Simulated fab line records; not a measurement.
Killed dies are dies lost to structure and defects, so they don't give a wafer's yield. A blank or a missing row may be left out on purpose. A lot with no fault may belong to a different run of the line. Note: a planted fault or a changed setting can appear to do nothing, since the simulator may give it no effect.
The tool behind it: which one? :: flow nand harc :: 12 lots, 36 wafers sampled, at 4 steps of a route of 1302

== WHAT THE GAUGES SHOWED, per wafer ==
Not one reading of a measure or inspect step in the record can be checked against a usual standard deviation.

== WHAT TOOL EACH LOT RAN ON (gives the tool, then ch and the chambers of the sampled wafers, and finally the start) ==
lot: L191
NHARC_A_CONTACT_ETCH_134: har cap etch-03 ch 0,1, day 21 15:07
NHARC_A_CONTACT_CVD_19: cvd w-02 ch 0,1, day 21 19:00 or earlier
NHARC_A_BLC_SOFTBAKE_05: litho track-01 ch 0, day 21 19:00
NHARC_A_BLC_ETCH_16: rie diel-03 ch 0,1,3, day 21 20:16

lot: L193
NHARC_A_CONTACT_ETCH_134: har cap etch-03 ch 1, day 22 18:37
NHARC_A_CONTACT_CVD_19: cvd w-01 ch 0,1, day 22 23:00 or earlier
NHARC_A_BLC_SOFTBAKE_05: litho track-06 ch 0, day 22 23:00
NHARC_A_BLC_ETCH_16: rie diel-03 ch 0,2,3, day 22 23:51

lot: L192
NHARC_A_CONTACT_ETCH_134: har cap etch-02 ch 1, day 22 19:25
NHARC_A_CONTACT_CVD_19: cvd w-02 ch 0, day 22 23:00 or earlier
NHARC_A_BLC_SOFTBAKE_05: litho track-06 ch 0, day 22 23:00
NHARC_A_BLC_ETCH_16: rie diel-02 ch 0,1, day 23 00:41

lot: L194
NHARC_A_CONTACT_ETCH_134: har cap etch-01 ch 0,1, day 22 20:59
NHARC_A_CONTACT_CVD_19: cvd w-01 ch 0,1, day 23 01:00 or earlier
NHARC_A_BLC_SOFTBAKE_05: litho track-04 ch 0, day 23 01:00
NHARC_A_BLC_ETCH_16: rie diel-03 ch 0,1,3, day 23 02:09

lot: L196
NHARC_A_CONTACT_ETCH_134: har cap etch-02 ch 0,1, day 23 19:53
NHARC_A_CONTACT_CVD_19: cvd w-02 ch 0,1, day 24 00:00 or earlier
NHARC_A_BLC_SOFTBAKE_05: litho track-01 ch 0, day 24 00:00
NHARC_A_BLC_ETCH_16: rie diel-03 ch 1,3, day 24 01:01

lot: L197
NHARC_A_CONTACT_ETCH_134: har cap etch-02 ch 0,1, day 24 15:43
NHARC_A_CONTACT_CVD_19: cvd w-01 ch 0,1, day 24 20:00 or earlier
NHARC_A_BLC_SOFTBAKE_05: litho track-04 ch 0, day 24 20:00
NHARC_A_BLC_ETCH_16: rie diel-03 ch 1,2,3, day 24 21:04

lot: L201
NHARC_A_CONTACT_ETCH_134: har cap etch-03 ch 0,1, day 26 17:36
NHARC_A_CONTACT_CVD_19: cvd w-01 ch 0,1, day 26 22:00 or earlier
NHARC_A_BLC_SOFTBAKE_05: litho track-04 ch 0, day 26 22:00
NHARC_A_BLC_ETCH_16: rie diel-02 ch 0,1,3, day 26 22:49

lot: L210
NHARC_A_CONTACT_ETCH_134: har cap etch-01 ch 0,1, day 29 22:52
NHARC_A_CONTACT_CVD_19: cvd w-01 ch 0,1, day 30 03:00 or earlier
NHARC_A_BLC_SOFTBAKE_05: litho track-04 ch 0, day 30 03:00
NHARC_A_BLC_ETCH_16: rie diel-02 ch 0,1,2, day 30 04:08

lot: L209
NHARC_A_CONTACT_ETCH_134: har cap etch-02 ch 0,1, day 29 23:54
NHARC_A_CONTACT_CVD_19: cvd w-01 ch 0,1, day 30 07:00 or earlier
NHARC_A_BLC_SOFTBAKE_05: litho track-04 ch 0, day 30 07:00
NHARC_A_BLC_ETCH_16: rie diel-03 ch 0,2,3, day 30 08:00

lot: L212
NHARC_A_CONTACT_ETCH_134: har cap etch-01 ch 0,1, day 30 13:34
NHARC_A_CONTACT_CVD_19: cvd w-01 ch 1, day 30 18:00 or earlier
NHARC_A_BLC_SOFTBAKE_05: litho track-04 ch 0, day 30 18:00
NHARC_A_BLC_ETCH_16: rie diel-02 ch 0,3, day 30 18:59

lot: L213
NHARC_A_CONTACT_ETCH_134: har cap etch-03 ch 0,1, day 31 11:07
NHARC_A_CONTACT_CVD_19: cvd w-02 ch 0,1, day 31 15:00 or earlier
NHARC_A_BLC_SOFTBAKE_05: litho track-01 ch 0, day 31 15:00
NHARC_A_BLC_ETCH_16: rie diel-02 ch 2,3, day 31 16:23

lot: L214
NHARC_A_CONTACT_ETCH_134: har cap etch-01 ch 0,1, day 32 00:22
NHARC_A_CONTACT_CVD_19: cvd w-02 ch 0,1, day 32 04:00 or earlier
NHARC_A_BLC_SOFTBAKE_05: litho track-06 ch 0, day 32 04:00
NHARC_A_BLC_ETCH_16: rie diel-03 ch 0,1,2, day 32 05:27
- NHARC_A_CONTACT_ETCH_134: etches the open film in C4F8/O2/Ar, time 140 s, target depth 700 nm.
- NHARC_A_CONTACT_CVD_19: deposits W, target thk 300 nm, time 802 s.
- NHARC_A_BLC_SOFTBAKE_05: time 55 s.
- NHARC_A_BLC_ETCH_16: etches the open film in CF4, target depth 39 nm, time 65 s.

== WHAT THE TOOLS THEMSELVES READ (means of the sampled wafers that have a number; where no wafer has one, the mark that the record gives instead) ==
NHARC_A_CONTACT_CVD_19.
lot: L191
tool: cvd w-02
heater power w (W): 475
mfc ar sccm (sccm): 1563
throttle valve pct (%): 7.9

lot: L193
tool: cvd w-01
heater power w (W): 489
mfc ar sccm (sccm): 1558
throttle valve pct (%): 8.6

lot: L192
tool: cvd w-02
heater power w (W): 459
mfc ar sccm (sccm): 1560
throttle valve pct (%): 8.2

lot: L194
tool: cvd w-01
heater power w (W): 494
mfc ar sccm (sccm): 1565
throttle valve pct (%): 8.3

lot: L196
tool: cvd w-02
heater power w (W): 504
mfc ar sccm (sccm): 1556
throttle valve pct (%): 7.8

lot: L197
tool: cvd w-01
heater power w (W): 477
mfc ar sccm (sccm): 1560
throttle valve pct (%): 8.0

lot: L201
tool: cvd w-01
heater power w (W): 471
mfc ar sccm (sccm): 1564
throttle valve pct (%): 8.2

lot: L210
tool: cvd w-01
heater power w (W): 483
mfc ar sccm (sccm): 1556
throttle valve pct (%): 8.4

lot: L209
tool: cvd w-01
heater power w (W): 485
mfc ar sccm (sccm): 1561
throttle valve pct (%): 8.3

lot: L212
tool: cvd w-01
heater power w (W): 505
mfc ar sccm (sccm): 1552
throttle valve pct (%): 8.2

lot: L213
tool: cvd w-02
heater power w (W): 499
mfc ar sccm (sccm): 1560
throttle valve pct (%): 7.5

lot: L214
tool: cvd w-02
heater power w (W): 462
mfc ar sccm (sccm): 1560
throttle valve pct (%): 7.8

NHARC_A_BLC_SOFTBAKE_05.
lot: L191
tool: litho track-01
heater power total W (W): 188.37

lot: L193
tool: litho track-06
heater power total W (W): 188.59

lot: L192
tool: litho track-06
heater power total W (W): 188.35

lot: L194
tool: litho track-04
heater power total W (W): 188.65

lot: L196
tool: litho track-01
heater power total W (W): 188.51

lot: L197
tool: litho track-04
heater power total W (W): 188.47

lot: L201
tool: litho track-04
heater power total W (W): 188.51

lot: L210
tool: litho track-04
heater power total W (W): 188.38

lot: L209
tool: litho track-04
heater power total W (W): 185.28

lot: L212
tool: litho track-04
heater power total W (W): 185.38

lot: L213
tool: litho track-01
heater power total W (W): 188.42

lot: L214
tool: litho track-06
heater power total W (W): 188.54

NHARC_A_BLC_ETCH_16.
lot: L191
tool: rie diel-03
bias w (W): 100.1
drypump motor current A (A): 5.6
mfc ar sccm (sccm): 0.006
oes product au (a.u.): 0.999
rf vpp V (V): 151.0
showerhead plenum p Torr (Torr): 1.79
throttle valve pct (%): 13.291

lot: L193
tool: rie diel-03
bias w (W): 100.1
drypump motor current A (A): 5.8
mfc ar sccm (sccm): 0.010
oes product au (a.u.): 1.005
rf vpp V (V): 151.5
showerhead plenum p Torr (Torr): 1.79
throttle valve pct (%): 13.286

lot: L192
tool: rie diel-02
bias w (W): 100.2
drypump motor current A (A): 5.7
mfc ar sccm (sccm): 0.000
oes product au (a.u.): 1.003
rf vpp V (V): 151.6
showerhead plenum p Torr (Torr): 1.76
throttle valve pct (%): 13.281

lot: L194
tool: rie diel-03
bias w (W): 100.0
drypump motor current A (A): 5.6
mfc ar sccm (sccm): 0.006
oes product au (a.u.): 1.004
rf vpp V (V): 151.9
showerhead plenum p Torr (Torr): 1.79
throttle valve pct (%): 13.279

lot: L196
tool: rie diel-03
bias w (W): 100.2
drypump motor current A (A): 5.8
mfc ar sccm (sccm): 0.003
oes product au (a.u.): 1.001
rf vpp V (V): 152.1
showerhead plenum p Torr (Torr): 1.79
throttle valve pct (%): 13.282

lot: L197
tool: rie diel-03
bias w (W): 100.0
drypump motor current A (A): 6.0
mfc ar sccm (sccm): 0.005
oes product au (a.u.): 0.999
rf vpp V (V): 152.3
showerhead plenum p Torr (Torr): 1.81
throttle valve pct (%): 13.283

lot: L201
tool: rie diel-02
bias w (W): 100.0
drypump motor current A (A): 5.4
mfc ar sccm (sccm): 0.005
oes product au (a.u.): 1.009
rf vpp V (V): 150.3
showerhead plenum p Torr (Torr): 1.76
throttle valve pct (%): 13.284

lot: L210
tool: rie diel-02
bias w (W): 100.0
drypump motor current A (A): 5.7
mfc ar sccm (sccm): 0.000
oes product au (a.u.): 0.997
rf vpp V (V): 151.5
showerhead plenum p Torr (Torr): 1.78
throttle valve pct (%): 13.285

lot: L209
tool: rie diel-03
bias w (W): 99.8
drypump motor current A (A): 5.8
mfc ar sccm (sccm): 0.010
oes product au (a.u.): 1.002
rf vpp V (V): 151.7
showerhead plenum p Torr (Torr): 1.78
throttle valve pct (%): 13.285

lot: L212
tool: rie diel-02
bias w (W): 100.2
drypump motor current A (A): 5.5
mfc ar sccm (sccm): 0.005
oes product au (a.u.): 1.003
rf vpp V (V): 150.4
showerhead plenum p Torr (Torr): 1.73
throttle valve pct (%): 13.279

lot: L213
tool: rie diel-02
bias w (W): 100.2
drypump motor current A (A): 5.6
mfc ar sccm (sccm): 0.005
oes product au (a.u.): 0.997
rf vpp V (V): 151.0
showerhead plenum p Torr (Torr): 1.77
throttle valve pct (%): 13.269

lot: L214
tool: rie diel-03
bias w (W): 99.9
drypump motor current A (A): 5.8
mfc ar sccm (sccm): 0.008
oes product au (a.u.): 1.012
rf vpp V (V): 151.6
showerhead plenum p Torr (Torr): 1.81
throttle valve pct (%): 13.287

== THE ANSWER, worked out from the rows above alone ==
Rule: the usual values come from the lots themselves. Put in order of their means at a reading, lots are off if they are a third of the lots or fewer, leave a main group of 4 or more, and stand apart from it by a gap of 3 or more times the standard deviation of the main group's means; of several such gaps the widest counts. Not used: any main group whose means are identical at the precision the tables above print for the reading. Also off: a lot with no number at a reading for which 4 or more lots have one. The other lots that the step has rows for count as sound. After the gauges, taken in route order, come the tools' own readings; for these a lot's mean is taken, as printed above. The first step at which some lot is off is used, and at that step the reading that is off furthest; a lot without a number counts as furthest.
Off at NHARC_A_BLC_SOFTBAKE_05 (heater power total W): L209, L212. The main group has a mean of 188.48 W with a standard deviation of 0.094.
If a tool, at that step or one of the process steps before it, ran each lot that is off and ran no sound lot following the first of them, it fits. NHARC_A_CONTACT_CVD_19 gives no start for some lots, so the hours and the order of its lots are those of NHARC_A_BLC_SOFTBAKE_05. Undecided on this evidence; 2 tools fit (cvd w-01 at NHARC_A_CONTACT_CVD_19, litho track-04 at NHARC_A_BLC_SOFTBAKE_05).

== WHAT THE SIMULATOR PUT IN ==
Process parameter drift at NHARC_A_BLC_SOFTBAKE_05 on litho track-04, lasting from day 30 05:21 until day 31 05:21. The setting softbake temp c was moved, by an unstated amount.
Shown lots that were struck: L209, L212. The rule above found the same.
